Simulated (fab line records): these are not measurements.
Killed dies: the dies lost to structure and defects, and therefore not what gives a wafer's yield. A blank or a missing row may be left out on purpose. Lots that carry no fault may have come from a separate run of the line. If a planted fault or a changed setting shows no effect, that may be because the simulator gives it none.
Split-lot study -- flow n5Finfet -- on a route of 1938 steps: 7 lots, 36 wafers read

ABOUT THE SPLIT
At N5_BEOL_M13_TRENCH_ETCH_34 (etches SiOC in C4F8/O2/Ar, target depth 413.47 nm, time 162.6 s), the setting timeS was moved away from the recipe's 162.6 s on 15 of the 36 wafers read, by -28.3% to +59.0%. This setting was run at the recipe's value on the other wafers.

FROM THE SPLIT TO THE READING: what the file shows between them, 7 steps
- N5_BEOL_M13_STRIP_70: strips in C4F8/O2/Ar
- N5_BEOL_M13_OCD_MEAS_35
- N5_BEOL_M13_STRIP_37: strips in N2/H2
- N5_BEOL_M13_ETCH_38: etches SiCN in CF4/N2, target depth 67.5 nm, time 71.9 s
- N5_BEOL_M13_ECD_47: material Cu, target thk 936 nm
- N5_BEOL_M13_ANNEAL_48: time 90 s
- N5_BEOL_M13_CMP_49: polishes, stops on SiOC, t overpolish 17.1 s, target thk 420 nm

THE READING
M13_THK, in nm, at N5_BEOL_M13_THK_MEAS_50 (measures by xrf). A value of 425 nm with a standard deviation of 8.4 nm is what fault-free wafers of this fab line usually give.

wafer,"tool, chamber at the split","timeS as run, s",against the recipe,"M13_THK, nm",against lot-mates on the recipe
L074.1,"rieDiel-05, 2",162.6,recipe,436,-
L074.2,"rieDiel-05, 1",162.6,recipe,433,-
L074.3,"rieDiel-05, 0",257.8,+58.5%,653,+222
L074.4,"rieDiel-05, 3",162.6,recipe,424,-
L074.5,"rieDiel-05, 0",257.8,+58.5%,656,+225
L074.6,"rieDiel-05, 3",257.8,+58.5%,668,+237
L079.1,"rieDiel-01, 1",162.6,recipe,431,-
L079.2,"rieDiel-01, 2",162.6,recipe,427,-
L079.4,"rieDiel-01, 3",162.6,recipe,431,-
L082.2,"rieDiel-05, 3",162.6,recipe,424,-
L082.3,"rieDiel-05, 1",162.6,recipe,432,-
L082.6,"rieDiel-05, 0",162.6,recipe,411,-
L085.1,"rieDiel-03, 2",162.6,recipe,414,-
L085.2,"rieDiel-03, 1",162.6,recipe,423,-
L085.3,"rieDiel-03, 3",212.7,+30.8%,553,+131
L085.4,"rieDiel-03, 0",212.7,+30.8%,555,+133
L085.5,"rieDiel-03, 1",212.7,+30.8%,549,+127
L085.6,"rieDiel-03, 0",162.6,recipe,429,-
L087.1,"rieDiel-01, 2",162.6,recipe,423,-
L087.2,"rieDiel-01, 3",258.6,+59.0%,682,+254
L087.3,"rieDiel-01, 0",258.6,+59.0%,692,+264
L087.4,"rieDiel-01, 1",162.6,recipe,429,-
L087.5,"rieDiel-01, 2",162.6,recipe,431,-
L087.6,"rieDiel-01, 1",258.6,+59.0%,674,+246
L097.1,"rieDiel-03, 1",162.6,recipe,417,-
L097.2,"rieDiel-03, 2",116.6,-28.3%,298,-122
L097.3,"rieDiel-03, 0",116.6,-28.3%,306,-114
L097.4,"rieDiel-03, 3",162.6,recipe,422,-
L097.5,"rieDiel-03, 0",116.6,-28.3%,305,-115
L097.6,"rieDiel-03, 1",162.6,recipe,422,-
L096.1,"rieDiel-03, 3",239.8,+47.5%,627,+200
L096.2,"rieDiel-03, 0",162.6,recipe,427,-
L096.3,"rieDiel-03, 1",239.8,+47.5%,620,+193
L096.4,"rieDiel-03, 2",239.8,+47.5%,613,+186
L096.5,"rieDiel-03, 0",162.6,recipe,427,-
L096.6,"rieDiel-03, 3",162.6,recipe,427,-

THE FIT
A straight line over all 36 wafers: M13_THK changes by +4.18 nm for each +1% of timeS; r = +1.00; the points scatter about the line by 7.7 nm.
The same after taking each lot's own level away (the mean of its wafers on the recipe; 36 wafers): +4.11 nm for each +1%; r = +1.00; scatter 7.5 nm.
According to that fit, moving timeS by its largest amount changes the reading by 2.4e+02 nm.
Measured against the standard deviation above, the lots' own levels, which go from 420.3 to 431.0 nm, span 1.3 times it.
Consequently the slope shifts little with the lot-to-lot level, the two slopes agreeing.
Check: with one of the wafers moved furthest among these (+59.0%) left out of the fit, the line predicts +241 nm for it against its lot-mates. It came out at +254 nm against them.

THE WHOLE CHAIN: every reading that the file lists as answering this split, in the file's order
step,what it does,reading,change (the file's fit),r (the file's)
N5_BEOL_M13_TRENCH_ETCH_34,"etches SiOC in C4F8/O2/Ar, target depth 413.47 nm, time 162.6 s","etch.depthNm (the simulator's own value, which no gauge read)",+4.01 nm for each +1% of the setting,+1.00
N5_BEOL_M13_OCD_MEAS_35,,trenchDepthNm,+4.01 nm for each +1% of the setting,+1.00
N5_BEOL_M13_CMP_49,"polishes, stops on SiOC, t overpolish 17.1 s, target thk 420 nm","Cu_of_BEOL_M13_ECD_47.thkNm (the simulator's own value, which no gauge read)",+4 nm for each +1% of the setting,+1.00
N5_BEOL_M13_THK_MEAS_50,measures by xrf,M13_THK,+4.11 for each +1% of the setting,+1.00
N5_BEOL_M13_RS_MEAS_54,measures by four-point-probe,M13_RS,"not straight: 0.0637 at the lowest setting, 0.0449 at the recipe, 0.0277 at the highest",not given

FILE'S OWN FIT
M13_THK changes by +4.11 nm for each +1% of timeS, r = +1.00.
